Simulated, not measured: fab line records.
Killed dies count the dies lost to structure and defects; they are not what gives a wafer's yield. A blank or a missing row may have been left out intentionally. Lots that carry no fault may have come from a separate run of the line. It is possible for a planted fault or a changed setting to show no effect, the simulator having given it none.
One fault through the eyes of 3 desks + flow n5Finfet + every desk sees just its own numbers, and what lay behind them comes last
Where a reading is given only as a bound, like >300, the bound stands for it, and a mean or a difference that rests on one is marked > or <: the true number lies beyond.

== THE TOOL OWNER'S DESK: wetBench-02 ==
The tool's own readings at N5_WELL_APT_PRECLEAN_39 (cleans in dHF, time 60 s): means of the sampled wafers that have a number, for each lot that ran on this tool. The brackets show how far a lot's mean lies from the usual mean; more than 4 standard deviations puts the lot out of limits, marked OUT.
Columns: A = tempC at N5_WELL_APT_PRECLEAN_39, usual 25.00 C
| lot  | first seen here | A     |
|------|-----------------|-------|
| L495 | day 2 16:03     | 24.93 |
| L498 | day 3 10:43     | 25.10 |
| L506 | day 5 11:50     | 25.04 |
| L507 | day 5 16:23     | 25.01 |
This desk's finding: nothing out of limits on any of the 4 lots.

== THE DEFECT DESK ==
Lot by lot, what the route's inspections counted, given as the mean of those sampled wafers with a number. The brackets show how far a lot's mean lies from the usual mean; more than 4 standard deviations puts the lot out of limits, marked OUT.
Columns: A = rawDefectCount at N5_WELL_APT_INSPECT_38, usual 14; B = rawDefectCount at N5_PMOS_HMC_CHANNEL_EPI_INSPECT_11, usual 2.2
| lot  | first seen here | A                      | B                      |
|------|-----------------|------------------------|------------------------|
| L491 | day 1 17:10     | 19                     | 2.7                    |
| L495 | day 2 16:45     | 13                     | 3.3                    |
| L498 | day 3 11:37     | 10                     | 3.3                    |
| L500 | day 3 22:58     | 13                     | 2.3                    |
| L506 | day 5 12:32     | 1138 (+99 or more) OUT | >300 (+99 or more) OUT |
| L507 | day 5 17:05     | 1167 (+99 or more) OUT | >300 (+99 or more) OUT |
| L511 | day 6 18:18     | 17                     | 2.3                    |
| L512 | day 6 23:44     | 15                     | 2.3                    |
| L514 | day 7 10:53     | 23                     | 2.0                    |
This desk's verdict: out of limits on L506, L507, starting with L506 at day 5 12:32 (rawDefectCount at N5_WELL_APT_INSPECT_38). L491, L495, L498, L500, L511, L512, L514: within limits.

== METROLOGY DESK ==
Means of the sampled wafers that have a number, per lot and without regard to the tool the lot ran on: this is what the gauges read. The brackets show how far a lot's mean lies from the usual mean; more than 4 standard deviations puts the lot out of limits, marked OUT. Only the readings that lie furthest out on some lot appear, 7 of the 10 it has.
Columns: A = DIBL_N at N5_BEOL_M4_RC_MEAS_101, usual 36.2 mV/V; B = IOFF_P at N5_BEOL_M4_RC_MEAS_101, usual 0.22 nA/um; C = ION_N at N5_BEOL_M4_RC_MEAS_101, usual 672 uA/um; D = ION_P at N5_BEOL_M4_RC_MEAS_101, usual 463 uA/um; E = SS_P at N5_BEOL_M4_RC_MEAS_101, usual 73.2 mV/dec; F = VT_N at N5_BEOL_M4_RC_MEAS_101, usual 250 mV; G = VT_P at N5_BEOL_M4_RC_MEAS_101, usual -250 mV
| lot  | first seen here | A    | B    | C   | D   | E    | F   | G    |
|------|-----------------|------|------|-----|-----|------|-----|------|
| L491 | day 8 04:59     | 36.1 | 0.17 | 664 | 449 | 72.9 | 252 | -255 |
| L495 | day 9 05:44     | 36.8 | 0.19 | 671 | 461 | 72.4 | 249 | -250 |
| L498 | day 9 21:27     | 34.4 | 0.18 | 659 | 450 | 72.9 | 254 | -255 |
| L500 | day 10 08:41    | 37.3 | 0.25 | 678 | 469 | 73.3 | 248 | -246 |
| L506 | day 12 06:14    | 37.7 | 0.24 | 683 | 466 | 74.1 | 245 | -248 |
| L507 | day 12 12:28    | 34.6 | 0.19 | 656 | 457 | 72.8 | 251 | -251 |
| L512 | day 13 06:59    | 35.6 | 0.20 | 665 | 458 | 73.1 | 252 | -249 |
| L511 | day 13 17:14    | 38.8 | 0.22 | 660 | 460 | 73.0 | 249 | -249 |
| L514 | day 15 03:51    | 36.6 | 0.22 | 678 | 468 | 73.1 | 249 | -248 |
This desk's finding: nothing out of limits on any of the 9 lots.

== ALL TOGETHER ==
The defect desk could have raised an alarm at day 5 12:32, on L506, L507.
The tool owner's desk saw nothing out of limits.
Nothing out of limits was seen by the metrology desk.
On record at the tool owner's desk: L506, L507, within its limits.
The metrology desk holds a record of L506, L507, inside its limits.
Every lot named ran N5_WELL_APT_PRECLEAN_39 on wetBench-02.

== WHAT HAD BEEN PUT IN BY THE SIMULATOR ==
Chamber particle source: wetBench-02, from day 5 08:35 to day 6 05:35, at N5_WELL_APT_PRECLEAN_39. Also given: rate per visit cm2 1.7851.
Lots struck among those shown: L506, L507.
Hours from the fault's start to each desk's first reading out of limits: the defect desk, 4.
